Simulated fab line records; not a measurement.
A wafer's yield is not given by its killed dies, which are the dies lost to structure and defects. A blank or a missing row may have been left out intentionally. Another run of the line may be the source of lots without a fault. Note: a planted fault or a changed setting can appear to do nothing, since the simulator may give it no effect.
fab line records + flow nandHarc
record:
- lots: 6
- wafers: 18
- lastDay: 32
route steps=1302 shown A_ONON_D1@426
lots with no fault: from the same line, run without faults
startH: hours from the record's first day to the start of the lot's first wafer shown + waitH: hours elapsed since this lot's preceding step + " the same as in the row above + L1.1+2: a single row standing in for several wafers + - no value present, or no start provided + * or withheld: withheld + < > ~ a bound
route shown NAME@n: NAME is a module with steps in the file, n the number in the route of the first one + usual: the fault-free wafers' mean and standard deviation + same: alike in all rows + chamber/n: place in a boat + sites: per-site readings + _std_site: standard deviation across them + _edge_site: outer sites' mean less inner sites' + radiusMm: how far each site lies from the wafer's centre + mask NAME#n: copy n + behind: the tool/chamber that last shaped the wafer + hold: why the lot went on hold/how many hours it stayed there/how the hold came to an end + device: the transistor (n, p or np) that didn't switch + end of line: tests of these same wafers at the route's end + a step without rows: its recipe alone + killed: at the first sort, the dies lost to defects and structure; wafer yield is something else + map: dies across one wafer; x = killed, . = not, _ = none there
set.NAME: the setting that was run; set.NAME@STEP: the one run at that earlier step + model.NAME: the simulator's own value behind a step, which no gauge read
a table for each step, a row for each wafer; lots at some steps of the route
services: from which hour (startH, from the record's first day; less than 0 if before it) a tool's chamber was out of use, for how many hours, and why
== steps ==
step: NHARC_A_ONON_D1_DEP_03
recipe:
- targetThkA: 10000
- n2FlowSccm: 2750
- n2oFlowSccm: 2000
- nh3FlowSccm: 500
- sih4FlowSccm: 210
- tempC: 400
step: NHARC_A_ONON_D1_THK_MEAS_05
recipe:
- thkMeasGauge: ellipsometry
usual:
- thkNm: 1001/9.9
| lot.wafer | tool         | chamber | startH | waitH | thkNm |
|-----------|--------------|---------|--------|-------|-------|
| L216.4    | filmMetro-01 | -       | 166.77 | -     | 977   |
| L216.5    | "            | -       | "      | "     | 977   |
| L216.6    | "            | -       | "      | "     | 976   |
| L225.1    | filmMetro-01 | -       | 265.32 | -     | 1008  |
| L225.2    | "            | -       | "      | "     | 1009  |
| L225.3    | "            | -       | "      | "     | 1009  |
| L227.2    | filmMetro-02 | -       | 281.01 | -     | 1009  |
| L227.4    | "            | -       | "      | "     | 1008  |
| L227.5    | "            | -       | "      | "     | 1009  |
| L231.2    | filmMetro-02 | -       | 319.74 | -     | 999   |
| L231.3    | "            | -       | "      | "     | 1000  |
| L231.6    | "            | -       | "      | "     | 999   |
| L236.1    | filmMetro-01 | -       | 369.03 | -     | 1004  |
| L236.4    | "            | -       | "      | "     | 1002  |
| L236.5    | "            | -       | "      | "     | 1004  |
| L238.1    | filmMetro-02 | -       | 388.25 | -     | 1005  |
| L238.2    | "            | -       | "      | "     | 1004  |
| L238.5    | "            | -       | "      | "     | 1006  |
step: NHARC_A_ONON_D1_DEP_06
recipe:
- targetThkA: 10000
- n2FlowSccm: 2750
- n2oFlowSccm: 2000
- nh3FlowSccm: 500
- sih4FlowSccm: 210
- tempC: 400
step: NHARC_A_ONON_D1_THK_MEAS_08
recipe:
- thkMeasGauge: ellipsometry
usual:
- thkNm: 1000/10
| lot.wafer | tool         | chamber | startH | waitH | thkNm |
|-----------|--------------|---------|--------|-------|-------|
| L216.4    | filmMetro-02 | -       | 167.34 | -     | 989   |
| L216.5    | "            | -       | "      | "     | 990   |
| L216.6    | "            | -       | "      | "     | 991   |
| L225.1    | filmMetro-02 | -       | 265.89 | -     | 996   |
| L225.2    | "            | -       | "      | "     | 995   |
| L225.3    | "            | -       | "      | "     | 995   |
| L227.2    | filmMetro-01 | -       | 281.57 | -     | 1010  |
| L227.4    | "            | -       | "      | "     | 1010  |
| L227.5    | "            | -       | "      | "     | 1010  |
| L231.2    | filmMetro-01 | -       | 320.30 | -     | 1006  |
| L231.3    | "            | -       | "      | "     | 1004  |
| L231.6    | "            | -       | "      | "     | 1005  |
| L236.1    | filmMetro-01 | -       | 369.60 | -     | 996   |
| L236.4    | "            | -       | "      | "     | 994   |
| L236.5    | "            | -       | "      | "     | 997   |
| L238.1    | filmMetro-01 | -       | 388.81 | -     | 989   |
| L238.2    | "            | -       | "      | "     | 988   |
| L238.5    | "            | -       | "      | "     | 989   |
step: NHARC_A_ONON_D1_DEP_09
recipe:
- targetThkA: 10000
- n2FlowSccm: 2750
- n2oFlowSccm: 2000
- nh3FlowSccm: 500
- sih4FlowSccm: 210
- tempC: 400
step: NHARC_A_ONON_D1_THK_MEAS_11
recipe:
- thkMeasGauge: ellipsometry
usual:
- thkNm: 997/9.1
| lot.wafer | tool         | chamber | startH | waitH | thkNm |
|-----------|--------------|---------|--------|-------|-------|
| L216.4    | filmMetro-01 | -       | 167.90 | -     | 990   |
| L216.5    | "            | -       | "      | "     | 991   |
| L216.6    | "            | -       | "      | "     | 989   |
| L225.1    | filmMetro-01 | -       | 266.45 | -     | 1005  |
| L225.2    | "            | -       | "      | "     | 1007  |
| L225.3    | "            | -       | "      | "     | 1007  |
| L227.2    | filmMetro-02 | -       | 282.14 | -     | 988   |
| L227.4    | "            | -       | "      | "     | 987   |
| L227.5    | "            | -       | "      | "     | 987   |
| L231.2    | filmMetro-01 | -       | 320.87 | -     | 1003  |
| L231.3    | "            | -       | "      | "     | 1002  |
| L231.6    | "            | -       | "      | "     | 1002  |
| L236.1    | filmMetro-02 | -       | 370.17 | -     | 972   |
| L236.4    | "            | -       | "      | "     | 972   |
| L236.5    | "            | -       | "      | "     | 972   |
| L238.1    | filmMetro-01 | -       | 389.38 | -     | 1010  |
| L238.2    | "            | -       | "      | "     | 1010  |
| L238.5    | "            | -       | "      | "     | 1010  |
step: NHARC_A_ONON_D1_DEP_12
recipe:
- targetThkA: 10000
- n2FlowSccm: 2750
- n2oFlowSccm: 2000
- nh3FlowSccm: 500
- sih4FlowSccm: 210
- tempC: 400
step: NHARC_A_ONON_D1_THK_MEAS_14
recipe:
- thkMeasGauge: ellipsometry
usual:
- thkNm: 1005/9.8
| lot.wafer | tool         | chamber | startH | waitH | thkNm |
|-----------|--------------|---------|--------|-------|-------|
| L216.4    | filmMetro-01 | -       | 168.47 | -     | 1010  |
| L216.5    | "            | -       | "      | "     | 1010  |
| L216.6    | "            | -       | "      | "     | 1007  |
| L225.1    | filmMetro-02 | -       | 267.02 | -     | 1020  |
| L225.2    | "            | -       | "      | "     | 1020  |
| L225.3    | "            | -       | "      | "     | 1018  |
| L227.2    | filmMetro-02 | -       | 282.70 | -     | 996   |
| L227.4    | "            | -       | "      | "     | 998   |
| L227.5    | "            | -       | "      | "     | 997   |
| L231.2    | filmMetro-02 | -       | 321.43 | -     | 1000  |
| L231.3    | "            | -       | "      | "     | 998   |
| L231.6    | "            | -       | "      | "     | 998   |
| L236.1    | filmMetro-01 | -       | 370.73 | -     | 1007  |
| L236.4    | "            | -       | "      | "     | 1009  |
| L236.5    | "            | -       | "      | "     | 1008  |
| L238.1    | filmMetro-02 | -       | 389.94 | -     | 1009  |
| L238.2    | "            | -       | "      | "     | 1009  |
| L238.5    | "            | -       | "      | "     | 1008  |
step: NHARC_A_ONON_D1_ANNEAL_15
recipe:
- tempC: 750
- timeS: 3600
step: NHARC_A_ONON_D1_DEP_16
recipe:
- targetThkA: 10000
- n2FlowSccm: 2750
- n2oFlowSccm: 2000
- nh3FlowSccm: 500
- sih4FlowSccm: 210
- tempC: 400
step: NHARC_A_ONON_D1_THK_MEAS_18
recipe:
- thkMeasGauge: ellipsometry
usual:
- thkNm: 1002/11
| lot.wafer | tool         | chamber | startH | waitH | thkNm |
|-----------|--------------|---------|--------|-------|-------|
| L216.4    | filmMetro-01 | -       | 176.49 | -     | 1017  |
| L216.5    | "            | -       | "      | "     | 1016  |
| L216.6    | "            | -       | "      | "     | 1015  |
| L225.1    | filmMetro-02 | -       | 274.87 | -     | 989   |
| L225.2    | "            | -       | "      | "     | 992   |
| L225.3    | "            | -       | "      | "     | 991   |
| L227.2    | filmMetro-02 | -       | 290.45 | -     | 1009  |
| L227.4    | "            | -       | "      | "     | 1007  |
| L227.5    | "            | -       | "      | "     | 1009  |
| L231.2    | filmMetro-01 | -       | 332.64 | -     | 990   |
| L231.3    | "            | -       | "      | "     | 989   |
| L231.6    | "            | -       | "      | "     | 990   |
| L236.1    | filmMetro-01 | -       | 378.12 | -     | 1001  |
| L236.4    | "            | -       | "      | "     | 1001  |
| L236.5    | "            | -       | "      | "     | 1000  |
| L238.1    | filmMetro-01 | -       | 397.71 | -     | 1024  |
| L238.2    | "            | -       | "      | "     | 1026  |
| L238.5    | "            | -       | "      | "     | 1025  |
step: NHARC_A_ONON_D1_DEP_19
recipe:
- targetThkA: 10000
- n2FlowSccm: 2750
- n2oFlowSccm: 2000
- nh3FlowSccm: 500
- sih4FlowSccm: 210
- tempC: 400
| lot.wafer  | tool         | chamber | startH | waitH |
|------------|--------------|---------|--------|-------|
| L216.4+5+6 | pecvdOnon-02 | 0       | 176.72 | 0.2   |
| L225.1+2+3 | pecvdOnon-02 | 0       | 274.93 | 0.1   |
| L227.2+4+5 | pecvdOnon-02 | 0       | 290.56 | 0.1   |
| L231.2+3+6 | pecvdOnon-01 | 0       | 332.75 | 0.1   |
| L236.1+4+5 | pecvdOnon-01 | 0       | 378.17 | 0.1   |
| L238.1+2+5 | pecvdOnon-02 | 0       | 397.76 | 0.1   |
step: NHARC_A_ONON_D1_THK_MEAS_21
recipe:
- thkMeasGauge: ellipsometry
usual:
- thkNm: 997/7
| lot.wafer | tool         | chamber | startH | waitH | thkNm |
|-----------|--------------|---------|--------|-------|-------|
| L216.4    | filmMetro-01 | -       | 177.08 | -     | 1001  |
| L216.5    | "            | -       | "      | "     | 1001  |
| L216.6    | "            | -       | "      | "     | 1001  |
| L225.1    | filmMetro-02 | -       | 275.44 | -     | 970   |
| L225.2    | "            | -       | "      | "     | 971   |
| L225.3    | "            | -       | "      | "     | 970   |
| L227.2    | filmMetro-01 | -       | 291.02 | -     | 956   |
| L227.4    | "            | -       | "      | "     | 955   |
| L227.5    | "            | -       | "      | "     | 957   |
| L231.2    | filmMetro-01 | -       | 333.20 | -     | 1006  |
| L231.3    | "            | -       | "      | "     | 1004  |
| L231.6    | "            | -       | "      | "     | 1005  |
| L236.1    | filmMetro-01 | -       | 378.69 | -     | 994   |
| L236.4    | "            | -       | "      | "     | 995   |
| L236.5    | "            | -       | "      | "     | 994   |
| L238.1    | filmMetro-02 | -       | 398.27 | -     | 996   |
| L238.2    | "            | -       | "      | "     | 995   |
| L238.5    | "            | -       | "      | "     | 997   |
step: NHARC_A_ONON_D1_DEP_22
recipe:
- targetThkA: 10000
- n2FlowSccm: 2750
- n2oFlowSccm: 2000
- nh3FlowSccm: 500
- sih4FlowSccm: 210
- tempC: 400
== services ==
| tool         | chamber | startH | hours | kind |
|--------------|---------|--------|-------|------|
| pecvdOnon-02 | -       | 185.00 | 13.0  | pm   |
| pecvdOnon-01 | -       | 269.00 | 13.0  | pm   |
| pecvdOnon-02 | -       | 366.00 | 13.0  | pm   |
== key ==
firstSign:
- step: NHARC_A_ONON_D1_THK_MEAS_21
- reading: thkNm
- direction: down
- sigmas: 4.8
- usual: 997
- struck: 963
effect none on later readings
metAt NHARC_A_ONON_D1_DEP_19
struckWafers L225.1,L225.2,L225.3,L227.2,L227.4,L227.5
sortLeftOut L225.1,L225.2,L225.3,L227.2,L227.4,L227.5
testerLeftOut L225,L227
onsetBetween 176.72 274.93
fault:
- kind: processParameterDrift
- tool: pecvdOnon-02
- chamber: -
- onsetH: 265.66
- steps: NHARC_A_ONON_D1_DEP_19
- channel: targetThkA
- offset: *
- shape: step
- endH: 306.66
- actsIn: *
- stated: *
testerLeftOut: of these lots the tester's yield and bins aren't shown, on N5 and GAA mostly nor the transistor test; their killed dies are dies lost to structure and defects alone, not to doping, threshold or leakage, so they don't give the yield
sortLeftOut: the simulated sort isn't trusted on such a fault, so these wafers' sort isn't shown, and their yield isn't known
